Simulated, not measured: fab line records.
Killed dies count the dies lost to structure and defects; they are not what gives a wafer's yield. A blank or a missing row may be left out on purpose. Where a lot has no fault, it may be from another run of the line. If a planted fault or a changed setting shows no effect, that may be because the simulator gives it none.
Split-lot experiment + flow n5-finfet + 21 wafers read across 7 lots, on a route 1938 steps long

## SPLIT DETAILS
At N5_BEOL_M11_ETCH_66 (etches SOC in N2/H2, target depth 120 nm, overetch 24 nm, time 180 s), the setting time-s was moved away from the recipe's 180 s on 6 of the 21 wafers read, by -17.7% to +19.9%. This setting was run at the recipe's value on the other wafers.

Reading taken at the split's own step.

## THE READING
SiARC_of_BEOL_M11_COAT_64.thk-nm (the simulator's own value, which no gauge read), in nm, at N5_BEOL_M11_ETCH_66 (etches SOC in N2/H2, target depth 120 nm, overetch 24 nm, time 180 s). The file does not state a usual value for it. Here, 15 wafers ran the recipe; their average is 22.7 nm with a standard deviation of 0.17 nm.

| wafer  | tool, chamber at the split | time-s as run, s | against the recipe | SiARC_of_BEOL_M11_COAT_64.thk-nm, nm | against lot-mates on the recipe |
|--------|----------------------------|------------------|--------------------|--------------------------------------|---------------------------------|
| L075.2 | rie-diel-05, 0             | 180              | recipe             | 22.8                                 | -                               |
| L075.3 | rie-diel-05, 2             | 180              | recipe             | 22.6                                 | -                               |
| L075.4 | rie-diel-05, 1             | 180              | recipe             | 23                                   | -                               |
| L077.4 | rie-diel-05, 2             | 180              | recipe             | 22.4                                 | -                               |
| L077.5 | rie-diel-05, 0             | 215.9            | +19.9%             | 21.2                                 | -1.4                            |
| L077.6 | rie-diel-05, 1             | 180              | recipe             | 22.8                                 | -                               |
| L079.4 | rie-diel-05, 3,0,3         | 180              | recipe             | 22.6                                 | -                               |
| L079.5 | rie-diel-05, 3,0,3         | 180              | recipe             | 22.6                                 | -                               |
| L079.6 | rie-diel-05, 3,0,3         | 180              | recipe             | 22.6                                 | -                               |
| L085.2 | rie-diel-01, 1             | 180              | recipe             | 22.4                                 | -                               |
| L085.4 | rie-diel-01, 0             | 180              | recipe             | 22.8                                 | -                               |
| L085.6 | rie-diel-01, 2             | 211.6            | +17.6%             | 21.4                                 | -1.2                            |
| L086.2 | rie-diel-01, 0             | 180              | recipe             | 22.8                                 | -                               |
| L086.4 | rie-diel-01, 2             | 180              | recipe             | 22.6                                 | -                               |
| L086.5 | rie-diel-01, 3             | 212              | +17.8%             | 21.6                                 | -1.1                            |
| L088.2 | rie-diel-05, 3,2           | 148.1            | -17.7%             | 24                                   | +1.2                            |
| L088.5 | rie-diel-05, 3,2           | 148.1            | -17.7%             | 24                                   | +1.2                            |
| L088.6 | rie-diel-05, 3             | 180              | recipe             | 22.8                                 | -                               |
| L097.1 | rie-diel-05, 3             | 180              | recipe             | 22.6                                 | -                               |
| L097.3 | rie-diel-05, 2             | 211.8            | +17.7%             | 21                                   | -1.5                            |
| L097.6 | rie-diel-05, 3             | 180              | recipe             | 22.4                                 | -                               |
Rows listing several chambers each stand for several wafers; the file does not say which wafer went through which chamber.

FIT RESULTS
A straight line over all 21 wafers: SiARC_of_BEOL_M11_COAT_64.thk-nm changes by -0.0748 nm for each +1% of time-s; r = -0.97; the points scatter about the line by 0.18 nm.
The same after taking each lot's own level away (the mean of its wafers on the recipe; 21 wafers): -0.0699 nm for each +1%; r = -0.98; scatter 0.14 nm.
The reading moves by 1.4 nm for the largest change in time-s, on that fit.
The lots' own levels span 22.50 to 22.80 nm, that is 1.8 times the standard deviation above.
So the lot-to-lot level changes the slope little: the two slopes agree.
Check: -1.4 nm against its lot-mates is what the line predicts for one of the wafers moved furthest among these (+19.9%) when that wafer is left out of the fit. It came out at -1.4 nm against them.

## ADDITIONAL SPLITS CARRIED BY THESE WAFERS
Other splits were also applied to these wafers ahead of the reading. Each is held against what the fit with the lots' levels taken away leaves over:
| other split on the same wafers | wafers away from the commonest value | r with SiARC_of_BEOL_M11_COAT_64.thk-nm (lot level and that fit taken away) |
|--------------------------------|--------------------------------------|-----------------------------------------------------------------------------|
| N5_BEOL_M6_COAT_60 spin-rpm    | 5                                    | -0.09                                                                       |
| N5_BEOL_M7_COAT_71 spin-rpm    | 7                                    | -0.10                                                                       |
| N5_BEOL_M7_EXPOSE_25 dose-mj   | 11                                   | +0.12                                                                       |
| N5_BEOL_M8_DESCUM_16 time-s    | 5                                    | -0.28                                                                       |
| N5_BEOL_M8_ETCH_62 time-s      | 5                                    | -0.01                                                                       |
| N5_BEOL_M10_COAT_05 spin-rpm   | 6                                    | +0.27                                                                       |

## FILE'S OWN FIT
SiARC_of_BEOL_M11_COAT_64.thk-nm changes by -0.0706 nm for each +1% of time-s, r = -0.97.
